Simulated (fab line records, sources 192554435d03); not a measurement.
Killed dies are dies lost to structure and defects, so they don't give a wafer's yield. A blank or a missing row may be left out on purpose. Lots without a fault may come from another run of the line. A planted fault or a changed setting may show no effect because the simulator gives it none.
Chamber matching | flow n5_finfet | N5_BEOL_M2_ETCHBACK_99 on rie_diel-01: 4 sister chambers
The step etches SiO2 in CHF3, target depth 5 nm, time 10.4 s. 8 wafers are shown with their chamber, then 10 later ones without.

WAFERS WITH THEIR CHAMBER
wafer  | chamber | showerhead_plenum_p_Torr (Torr) | throttle_valve_pct (%)
L081.6 | 3       | 2.14                            | 17.32
L085.5 | 2       | 2.16                            | 17.18
L085.6 | 1       | 2.19                            | 17.00
L086.1 | 1       | 2.19                            | 17.01
L086.3 | 0       | 2.18                            | 17.17
L086.5 | 2       | 2.16                            | 17.18
L088.2 | 0       | 2.18                            | 17.21
L088.3 | 3       | 2.13                            | 17.34

WAFERS WITHOUT THEIR CHAMBER
wafer  | showerhead_plenum_p_Torr (Torr) | throttle_valve_pct (%)
L088.4 | 2.19                            | 17.01
L095.2 | 2.18                            | 17.21
L095.5 | 2.13                            | 17.37
L095.6 | 2.15                            | 17.20
L094.3 | 2.17                            | 17.22
L094.5 | 2.15                            | 17.21
L094.6 | 2.13                            | 17.38
L097.3 | 2.17                            | 17.24
L097.4 | 2.13                            | 17.37
L097.5 | 2.18                            | 17.05

WHICH CHAMBER EACH WENT THROUGH
wafer  | from the rows above     | in truth
L088.4 | 1                       | 1
L095.2 | 0                       | 0
L095.5 | 3                       | 3
L095.6 | 2                       | 2
L094.3 | can't be placed: 0 or 2 | 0
L094.5 | 2                       | 2
L094.6 | 3                       | 3
L097.3 | can't be placed: 0 or 2 | 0
L097.4 | 3                       | 3
L097.5 | 1                       | 1
Placed correctly: 8 of 10. Can't be placed from these rows: 2 (the true chamber is among the candidates in 2). Placed wrongly: 0.
How it was worked out, from the rows above alone: a wafer's distance from a chamber is the root of the sum, over the readings, of the square of ((its reading less the chamber's mean) divided by the reading's scatter). The wafer belongs to the nearest chamber; if the next one is less than 2 further off, it can't be placed. A chamber's mean is the mean of its shown wafers. The scatter: the root of (the sum of the squares of (reading less its chamber's mean) over the shown wafers, divided by (wafers less chambers)).
